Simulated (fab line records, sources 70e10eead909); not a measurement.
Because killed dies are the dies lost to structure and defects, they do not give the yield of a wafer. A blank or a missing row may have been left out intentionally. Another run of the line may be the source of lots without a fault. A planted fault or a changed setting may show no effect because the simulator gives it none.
The tool behind it: which one? | flow nandHarc | 24 lots, 72 wafers sampled, at 6 steps of a route of 1302

WHAT EACH GAUGE READ, for each wafer
No reading from a measuring or inspecting step in the record can be judged against a usual standard deviation.

EACH LOT AND THE TOOL THAT RAN IT (in order: tool; ch and the chambers of the sampled wafers; start)
lot  | NHARC_A_SLIT_ETCH_29              | NHARC_A_CONTACT_DEP_24          | NHARC_A_CONTACT_DEP_29          | NHARC_A_CONTACT_ETCH_117           | NHARC_A_CONTACT_ETCH_96                      | NHARC_A_CONTACT_ETCH_124
L074 | rieDiel-04 ch 2,3, day 19 21:57   | pecvd-01 ch 0,1,2, day 20 23:07 | pecvd-02 ch 1,2, day 21 03:55   | harCapEtch-03 ch 0,1, day 21 07:41 | rieDiel-10 ch 0,2, day 21 19:43 or earlier   | harCapEtch-02 ch 0,1, day 21 19:43
L075 | rieDiel-09 ch 1,2,3, day 20 08:59 | pecvd-02 ch 0,1, day 21 20:56   | pecvd-02 ch 0,1, day 22 02:08   | harCapEtch-03 ch 1, day 22 05:52   | rieDiel-10 ch 0,2,3, day 22 14:41 or earlier | harCapEtch-02 ch 0, day 22 14:41
L076 | rieDiel-04 ch 0,2, day 20 09:37   | pecvd-02 ch 1,2, day 21 08:17   | pecvd-02 ch 0,1,2, day 21 13:06 | harCapEtch-01 ch 0,1, day 21 16:55 | rieDiel-02 ch 0,3, day 22 01:46 or earlier   | harCapEtch-02 ch 0,1, day 22 01:46
L077 | rieDiel-12 ch 0,2,3, day 21 00:45 | pecvd-01 ch 0,2, day 22 04:16   | pecvd-01 ch 0,2, day 22 09:11   | harCapEtch-03 ch 0,1, day 22 12:48 | rieDiel-13 ch 0,2,3, day 22 22:19 or earlier | harCapEtch-03 ch 0,1, day 22 22:19
L078 | rieDiel-12 ch 2,3, day 21 11:27   | pecvd-03 ch 0,1, day 22 12:37   | pecvd-02 ch 0,2, day 22 17:23   | harCapEtch-01 ch 0,1, day 22 22:05 | rieDiel-10 ch 0,1,3, day 23 07:51 or earlier | harCapEtch-02 ch 0,1, day 23 07:51
L079 | rieDiel-04 ch 2,3, day 21 14:09   | pecvd-02 ch 0,2, day 22 20:51   | pecvd-01 ch 0,2, day 23 01:38   | harCapEtch-01 ch 0,1, day 23 05:28 | rieDiel-13 ch 0,1, day 23 14:22 or earlier   | harCapEtch-01 ch 0,1, day 23 14:22
L081 | rieDiel-04 ch 1,3, day 22 23:26   | pecvd-01 ch 0,1, day 24 03:27   | pecvd-01 ch 0,1, day 24 09:56   | harCapEtch-01 ch 0,1, day 24 13:44 | rieDiel-13 ch 0,1, day 24 23:13 or earlier   | harCapEtch-03 ch 1, day 24 23:13
L080 | rieDiel-09 ch 0,2,3, day 23 09:43 | pecvd-01 ch 0,1,2, day 24 13:55 | pecvd-03 ch 0,1,2, day 24 18:43 | harCapEtch-02 ch 0,1, day 24 22:50 | rieDiel-13 ch 0,1,2, day 25 08:20 or earlier | harCapEtch-01 ch 0,1, day 25 08:20
L082 | rieDiel-12 ch 0,3, day 23 17:55   | pecvd-01 ch 0,1,2, day 24 18:58 | pecvd-03 ch 0,1,2, day 25 00:54 | harCapEtch-01 ch 0,1, day 25 04:55 | rieDiel-10 ch 2,3, day 25 13:48 or earlier   | harCapEtch-03 ch 0,1, day 25 13:48
L083 | rieDiel-09 ch 2,3, day 23 18:01   | pecvd-01 ch 0,1, day 24 22:07   | pecvd-01 ch 0,1, day 25 03:05   | harCapEtch-02 ch 0,1, day 25 06:52 | rieDiel-13 ch 1,2,3, day 25 16:51 or earlier | harCapEtch-01 ch 0,1, day 25 16:51
L085 | rieDiel-04 ch 0,2,3, day 24 08:05 | pecvd-03 ch 0,1,2, day 25 09:46 | pecvd-03 ch 0,2, day 25 15:26   | harCapEtch-03 ch 0,1, day 25 19:14 | rieDiel-13 ch 1,3, day 26 06:00 or earlier   | harCapEtch-01 ch 0,1, day 26 06:00
L084 | rieDiel-04 ch 0,3, day 24 11:44   | pecvd-01 ch 0,1, day 25 14:57   | pecvd-01 ch 0,1,2, day 25 20:00 | harCapEtch-02 ch 0,1, day 25 23:40 | rieDiel-13 ch 0,2, day 26 11:09 or earlier   | harCapEtch-03 ch 0,1, day 26 11:09
L086 | rieDiel-09 ch 1,2,3, day 24 19:20 | pecvd-03 ch 0,1,2, day 25 21:52 | pecvd-01 ch 0,1,2, day 26 04:10 | harCapEtch-02 ch 0,1, day 26 08:18 | rieDiel-10 ch 1,2,3, day 26 17:13 or earlier | harCapEtch-02 ch 0,1, day 26 17:13
L088 | rieDiel-12 ch 1,2,3, day 25 17:52 | pecvd-03 ch 0,2, day 27 05:33   | pecvd-03 ch 1,2, day 27 10:25   | harCapEtch-02 ch 0,1, day 27 14:10 | rieDiel-13 ch 1,2,3, day 27 23:37 or earlier | harCapEtch-02 ch 0,1, day 27 23:37
L090 | rieDiel-09 ch 1,3, day 26 05:10   | pecvd-02 ch 0,1,2, day 27 05:39 | pecvd-03 ch 0,1,2, day 27 10:38 | harCapEtch-03 ch 0, day 27 14:23   | rieDiel-13 ch 1,2, day 27 23:16 or earlier   | harCapEtch-03 ch 0,1, day 27 23:16
L087 | rieDiel-12 ch 0,1,3, day 26 05:35 | pecvd-01 ch 1,2, day 27 05:41   | pecvd-01 ch 0,1,2, day 27 13:28 | harCapEtch-01 ch 0,1, day 27 17:16 | rieDiel-10 ch 0,2,3, day 28 05:01 or earlier | harCapEtch-03 ch 0,1, day 28 05:01
L089 | rieDiel-04 ch 0,1,2, day 26 13:10 | pecvd-03 ch 1,2, day 27 18:25   | pecvd-01 ch 0,1,2, day 27 23:16 | harCapEtch-01 ch 0,1, day 28 03:04 | rieDiel-10 ch 0,1,3, day 28 14:23 or earlier | harCapEtch-01 ch 0,1, day 28 14:23
L091 | rieDiel-04 ch 0,3, day 27 00:16   | pecvd-03 ch 1,2, day 28 02:52   | pecvd-01 ch 0,1,2, day 28 09:23 | harCapEtch-02 ch 0,1, day 28 13:26 | rieDiel-10 ch 0,2,3, day 29 02:02 or earlier | harCapEtch-01 ch 0,1, day 29 02:02
L092 | rieDiel-09 ch 0,2, day 27 04:05   | pecvd-01 ch 0,2, day 28 02:40   | pecvd-02 ch 0,1,2, day 28 08:29 | harCapEtch-03 ch 0,1, day 28 12:11 | rieDiel-13 ch 2,3, day 28 14:24              | harCapEtch-02 ch 0,1, day 28 21:13
L093 | rieDiel-04 ch 1,2,3, day 27 15:42 | pecvd-01 ch 1,2, day 28 17:17   | pecvd-03 ch 0,1, day 29 02:10   | harCapEtch-02 ch 0,1, day 29 05:54 | rieDiel-13 ch 1,2,3, day 29 17:17 or earlier | harCapEtch-02 ch 0,1, day 29 17:17
L094 | rieDiel-04 ch 0,3, day 28 07:30   | pecvd-03 ch 0,1, day 29 10:00   | pecvd-02 ch 0,2, day 29 18:04   | harCapEtch-03 ch 0,1, day 29 21:50 | rieDiel-13 ch 0,1, day 30 07:57 or earlier   | harCapEtch-03 ch 0,1, day 30 07:57
L095 | rieDiel-12 ch 2,3, day 28 07:55   | pecvd-02 ch 0,2, day 29 09:38   | pecvd-01 ch 0,1,2, day 29 17:20 | harCapEtch-01 ch 0,1, day 29 21:07 | rieDiel-13 ch 1,2,3, day 30 05:51 or earlier | harCapEtch-01 ch 0,1, day 30 05:51
L096 | rieDiel-12 ch 1,2,3, day 29 03:11 | pecvd-03 ch 0,2, day 30 04:46   | pecvd-03 ch 0,2, day 30 12:12   | harCapEtch-02 ch 0,1, day 30 15:58 | rieDiel-10 ch 1,2, day 31 00:47 or earlier   | harCapEtch-02 ch 0,1, day 31 00:47
L097 | rieDiel-12 ch 0,2,3, day 29 04:28 | pecvd-02 ch 1,2, day 30 05:02   | pecvd-01 ch 0,1, day 30 12:21   | harCapEtch-01 ch 0,1, day 30 16:08 | rieDiel-02 ch 0,3, day 31 00:59 or earlier   | harCapEtch-01 ch 0,1, day 31 00:59
- NHARC_A_SLIT_ETCH_29: etches the open film in CF4/O2, target depth 100 nm, overetch 10 nm, time 55 s.
- NHARC_A_CONTACT_DEP_24: deposits SiO2, target thk 500 nm.
- NHARC_A_CONTACT_DEP_29: deposits SiON, target thk 100 nm.
- NHARC_A_CONTACT_ETCH_117: etches the open film in C4F8/O2/Ar, time 190 s, target depth 1850 nm.
- NHARC_A_CONTACT_ETCH_96: etches the open film in C4F6/O2, target depth 20 nm, time 10 s.
- NHARC_A_CONTACT_ETCH_124: etches the open film in C4F8/O2/Ar, time 140 s, target depth 700 nm.

AS READ BY THE TOOLS THEMSELVES (means over the sampled wafers that have a number; for cases with no such wafer, the mark the record gives instead)
NHARC_A_SLIT_ETCH_29. Usual: chamberPressureMTorr 29.999 mTorr, standard deviation 0.027; drypumpMotorCurrentA 5.9 A, standard deviation 0.63; oesProductAu 0.999 a.u., standard deviation 0.01; rfVppV 197.2 V, standard deviation 1.3; showerheadPlenumPTorr 1.31 Torr, standard deviation 0.047; throttleValvePct 13.398 %, standard deviation 0.0091.
lot  | tool       | chamberPressureMTorr (mTorr) | drypumpMotorCurrentA (A) | oesProductAu (a.u.) | rfVppV (V) | showerheadPlenumPTorr (Torr) | throttleValvePct (%) | flag
L074 | rieDiel-04 | 29.990                       | 6.3                      | 0.985               | 198.2      | 1.33                         | 13.402               | 
L075 | rieDiel-09 | 29.985                       | 5.7                      | 0.998               | 198.0      | 1.33                         | 13.398               | 
L076 | rieDiel-04 | 30.011                       | 5.7                      | 0.996               | 198.9      | 1.35                         | 13.392               | 
L077 | rieDiel-12 | 29.992                       | 6.4                      | 1.005               | 197.2      | 1.31                         | 13.396               | 
L078 | rieDiel-12 | 30.012                       | 6.4                      | 1.005               | 196.9      | 1.28                         | 13.396               | 
L079 | rieDiel-04 | 29.972                       | 6.3                      | 0.988               | 197.2      | 1.33                         | 13.399               | 
L081 | rieDiel-04 | 30.003                       | 6.0                      | 0.991               | 197.4      | 1.27                         | 13.393               | 
L080 | rieDiel-09 | 29.984                       | 5.5                      | 1.005               | 197.9      | 1.31                         | 13.395               | 
L082 | rieDiel-12 | 30.010                       | 6.1                      | 1.009               | 196.9      | 1.29                         | 13.406               | 
L083 | rieDiel-09 | 29.999                       | 5.6                      | 1.000               | 198.1      | 1.33                         | 13.399               | 
L085 | rieDiel-04 | 29.994                       | 6.0                      | 1.008               | 198.0      | 1.34                         | 13.403               | 
L084 | rieDiel-04 | 30.015                       | 5.9                      | 1.010               | 198.1      | 1.33                         | 13.404               | 
L086 | rieDiel-09 | 29.993                       | 5.7                      | 1.005               | 197.1      | 1.33                         | 13.393               | 
L088 | rieDiel-12 | 29.996                       | 5.8                      | 1.000               | 195.9      | 1.26                         | 13.394               | 
L090 | rieDiel-09 | 29.995                       | 5.3                      | 1.006               | 196.8      | 1.31                         | 13.401               | 
L087 | rieDiel-12 | 30.008                       | 5.7                      | 1.009               | 196.7      | 1.29                         | 13.393               | 
L089 | rieDiel-04 | 29.992                       | 5.7                      | 1.001               | 196.5      | 1.32                         | 13.402               | 
L091 | rieDiel-04 | 29.999                       | 6.0                      | 1.007               | 197.7      | 1.33                         | 13.404               | 
L092 | rieDiel-09 | 30.025                       | 5.8                      | 1.009               | 197.4      | 1.32                         | 13.396               | 
L093 | rieDiel-04 | 29.995                       | 6.0                      | 0.998               | 197.7      | 1.31                         | 13.399               | 
L094 | rieDiel-04 | 29.980                       | 6.3                      | 0.999               | 197.7      | 1.32                         | 13.395               | 
L095 | rieDiel-12 | 29.992                       | 6.4                      | 0.987               | 195.9      | 1.28                         | 13.396               | 
L096 | rieDiel-12 | 29.980                       | 5.8                      | 0.991               | 196.5      | 1.26                         | 13.396               | 
L097 | rieDiel-12 | 30.000                       | 6.4                      | 0.985               | 197.9      | 1.31                         | 13.398               | 

NHARC_A_CONTACT_DEP_24. Usual: heaterPowerW 549 W, standard deviation 110; throttleValvePct 15.9 %, standard deviation 0.38.
lot  | tool     | heaterPowerW (W) | throttleValvePct (%) | flag
L074 | pecvd-01 | 518              | 15.9                 | 
L075 | pecvd-02 | 474              | 15.9                 | 
L076 | pecvd-02 | 563              | 15.6                 | 
L077 | pecvd-01 | 663              | 15.8                 | 
L078 | pecvd-03 | 565              | 16.4                 | 
L079 | pecvd-02 | 521              | 15.3                 | 
L081 | pecvd-01 | 534              | 15.9                 | 
L080 | pecvd-01 | 600              | 15.8                 | 
L082 | pecvd-01 | 581              | 16.1                 | 
L083 | pecvd-01 | 506              | 16.1                 | 
L085 | pecvd-03 | 531              | 16.0                 | 
L084 | pecvd-01 | 649              | 15.8                 | 
L086 | pecvd-03 | 491              | 16.1                 | 
L088 | pecvd-03 | 527              | 15.9                 | 
L090 | pecvd-02 | 526              | 15.6                 | 
L087 | pecvd-01 | 586              | 16.2                 | 
L089 | pecvd-03 | 514              | 15.9                 | 
L091 | pecvd-03 | 584              | 16.1                 | 
L092 | pecvd-01 | 626              | 16.0                 | 
L093 | pecvd-01 | 555              | 16.0                 | 
L094 | pecvd-03 | 609              | 16.4                 | 
L095 | pecvd-02 | 533              | 15.5                 | 
L096 | pecvd-03 | 525              | 16.0                 | 
L097 | pecvd-02 | 548              | 16.0                 | 

NHARC_A_CONTACT_DEP_29. Usual: heaterPowerW reads 742 W (standard deviation 110).
lot  | tool     | heaterPowerW (W) | flag
L074 | pecvd-02 | 739              | 
L075 | pecvd-02 | 641              | 
L076 | pecvd-02 | 673              | 
L077 | pecvd-01 | 822              | 
L078 | pecvd-02 | 567              | 
L079 | pecvd-01 | 890              | 
L081 | pecvd-01 | 692              | 
L080 | pecvd-03 | 709              | 
L082 | pecvd-03 | 734              | 
L083 | pecvd-01 | 730              | 
L085 | pecvd-03 | 694              | 
L084 | pecvd-01 | 796              | 
L086 | pecvd-01 | 769              | 
L088 | pecvd-03 | 702              | 
L090 | pecvd-03 | 747              | 
L087 | pecvd-01 | 812              | 
L089 | pecvd-01 | 795              | 
L091 | pecvd-01 | 798              | 
L092 | pecvd-02 | 707              | 
L093 | pecvd-03 | 826              | 
L094 | pecvd-02 | 645              | 
L095 | pecvd-01 | 720              | 
L096 | pecvd-03 | 619              | 
L097 | pecvd-01 | 812              | 

NHARC_A_CONTACT_ETCH_117. Usual: chamberPressureMTorr reads 19.999 mTorr (standard deviation 0.019).
lot  | tool          | chamberPressureMTorr (mTorr) | flag
L074 | harCapEtch-03 | 19.994                       | 
L075 | harCapEtch-03 | 20.008                       | 
L076 | harCapEtch-01 | 19.994                       | 
L077 | harCapEtch-03 | 20.006                       | 
L078 | harCapEtch-01 | 20.004                       | 
L079 | harCapEtch-01 | 20.001                       | 
L081 | harCapEtch-01 | 19.999                       | 
L080 | harCapEtch-02 | 19.996                       | 
L082 | harCapEtch-01 | 20.010                       | 
L083 | harCapEtch-02 | 20.009                       | 
L085 | harCapEtch-03 | 20.006                       | 
L084 | harCapEtch-02 | 19.991                       | 
L086 | harCapEtch-02 | 19.993                       | 
L088 | harCapEtch-02 | 20.004                       | 
L090 | harCapEtch-03 | 20.004                       | 
L087 | harCapEtch-01 | 20.003                       | 
L089 | harCapEtch-01 | 19.986                       | 
L091 | harCapEtch-02 | 19.993                       | 
L092 | harCapEtch-03 | 19.998                       | 
L093 | harCapEtch-02 | 19.999                       | 
L094 | harCapEtch-03 | 20.004                       | 
L095 | harCapEtch-01 | 20.010                       | 
L096 | harCapEtch-02 | 19.979                       | 
L097 | harCapEtch-01 | 20.022                       | 

NHARC_A_CONTACT_ETCH_96. Usual: chamberPressureMTorr 29.996 mTorr, standard deviation 0.027; drypumpMotorCurrentA 5.6 A, standard deviation 0.6; oesProductAu 0.959 a.u., standard deviation 0.025; rfVppV 548 V, standard deviation 3.7; showerheadPlenumPTorr 3.99 Torr, standard deviation 0.18; throttleValvePct 26.903 %, standard deviation 0.0078.
lot  | tool       | chamberPressureMTorr (mTorr) | drypumpMotorCurrentA (A) | oesProductAu (a.u.) | rfVppV (V) | showerheadPlenumPTorr (Torr) | throttleValvePct (%) | flag
L074 | rieDiel-10 | 30.007                       | 5.3                      | 0.942               | 552        | 4.15                         | 26.898               | 
L075 | rieDiel-10 | 29.993                       | 5.8                      | 0.957               | 551        | 4.10                         | 26.903               | 
L076 | rieDiel-02 | 29.990                       | 5.5                      | 0.935               | 544        | 3.82                         | 26.904               | 
L077 | rieDiel-13 | 30.027                       | 5.2                      | 0.959               | 545        | 3.82                         | 26.902               | 
L078 | rieDiel-10 | 30.030                       | 6.3                      | 0.996               | 547        | 3.94                         | 26.903               | 
L079 | rieDiel-13 | 30.011                       | 5.5                      | 0.932               | 549        | 4.06                         | 26.906               | 
L081 | rieDiel-13 | 29.973                       | 5.5                      | 0.978               | 551        | 4.06                         | 26.904               | 
L080 | rieDiel-13 | 29.988                       | 5.5                      | 0.938               | 550        | 4.11                         | 26.911               | 
L082 | rieDiel-10 | 29.997                       | 5.7                      | 0.959               | 550        | 4.14                         | 26.897               | 
L083 | rieDiel-13 | 30.010                       | 5.4                      | 0.924               | 547        | 3.93                         | 26.903               | 
L085 | rieDiel-13 | 29.976                       | 5.1                      | 0.935               | 544        | 3.79                         | 26.905               | 
L084 | rieDiel-13 | 30.022                       | 5.3                      | 0.964               | 552        | 4.19                         | 26.898               | 
L086 | rieDiel-10 | 30.008                       | 6.1                      | 0.996               | 549        | 3.98                         | 26.903               | 
L088 | rieDiel-13 | 29.989                       | 5.4                      | 0.946               | 547        | 3.92                         | 26.900               | 
L090 | rieDiel-13 | 30.015                       | 5.7                      | 0.994               | 550        | 4.02                         | 26.903               | 
L087 | rieDiel-10 | 29.999                       | 5.8                      | 0.997               | 550        | 4.07                         | 26.907               | 
L089 | rieDiel-10 | 29.996                       | 6.3                      | 0.950               | 546        | 3.91                         | 26.904               | 
L091 | rieDiel-10 | 29.982                       | 5.8                      | 0.950               | 549        | 4.06                         | 26.904               | 
L092 | rieDiel-13 | 29.968                       | 5.4                      | 0.999               | 547        | 3.97                         | 26.902               | 
L093 | rieDiel-13 | 29.986                       | 5.4                      | 0.986               | 546        | 3.92                         | 26.903               | 
L094 | rieDiel-13 | 29.991                       | 5.3                      | 0.948               | 551        | 4.13                         | 26.905               | 
L095 | rieDiel-13 | 29.998                       | 5.4                      | 0.942               | 547        | 3.92                         | 26.905               | 
L096 | rieDiel-10 | 30.002                       | 6.0                      | 0.961               | 546        | 3.87                         | 26.907               | 
L097 | rieDiel-02 | 30.011                       | 5.5                      | 0.947               | 545        | 3.78                         | 26.908               | 

NHARC_A_CONTACT_ETCH_124. Usual: chamberPressureMTorr reads 20.002 mTorr (standard deviation 0.019).
lot  | tool          | chamberPressureMTorr (mTorr) | flag
L074 | harCapEtch-02 | 20.018                       | 
L075 | harCapEtch-02 | 20.002                       | 
L076 | harCapEtch-02 | 20.030                       | 
L077 | harCapEtch-03 | 20.004                       | 
L078 | harCapEtch-02 | 19.999                       | 
L079 | harCapEtch-01 | 19.997                       | 
L081 | harCapEtch-03 | 19.992                       | 
L080 | harCapEtch-01 | 19.991                       | 
L082 | harCapEtch-03 | 20.003                       | 
L083 | harCapEtch-01 | 19.990                       | 
L085 | harCapEtch-01 | 19.983                       | 
L084 | harCapEtch-03 | 19.998                       | 
L086 | harCapEtch-02 | 20.000                       | 
L088 | harCapEtch-02 | 19.990                       | 
L090 | harCapEtch-03 | 20.003                       | 
L087 | harCapEtch-03 | 20.020                       | 
L089 | harCapEtch-01 | 20.004                       | 
L091 | harCapEtch-01 | 20.012                       | 
L092 | harCapEtch-02 | 20.007                       | 
L093 | harCapEtch-02 | 20.004                       | 
L094 | harCapEtch-03 | 20.016                       | 
L095 | harCapEtch-01 | 20.015                       | 
L096 | harCapEtch-02 | 20.002                       | 
L097 | harCapEtch-01 | 20.009                       | 

THE ANSWER, worked out from the rows above alone
Rule: a lot is off if the mean of its wafers that have a number lies more than 3 standard deviations from the usual mean. Also off: a lot with no number at a reading for which 4 or more lots have one. The other lots that the step has rows for count as sound. The gauges are gone through in route order, then the tools' own readings, and for those a lot's mean is taken as printed above. The first step at which some lot is off is used, and at that step the reading that is off furthest; a lot without a number counts as furthest.
Across all readings shown, no lot is off: no conclusion can be drawn from this.

WHAT WAS PUT IN BY THE SIMULATOR
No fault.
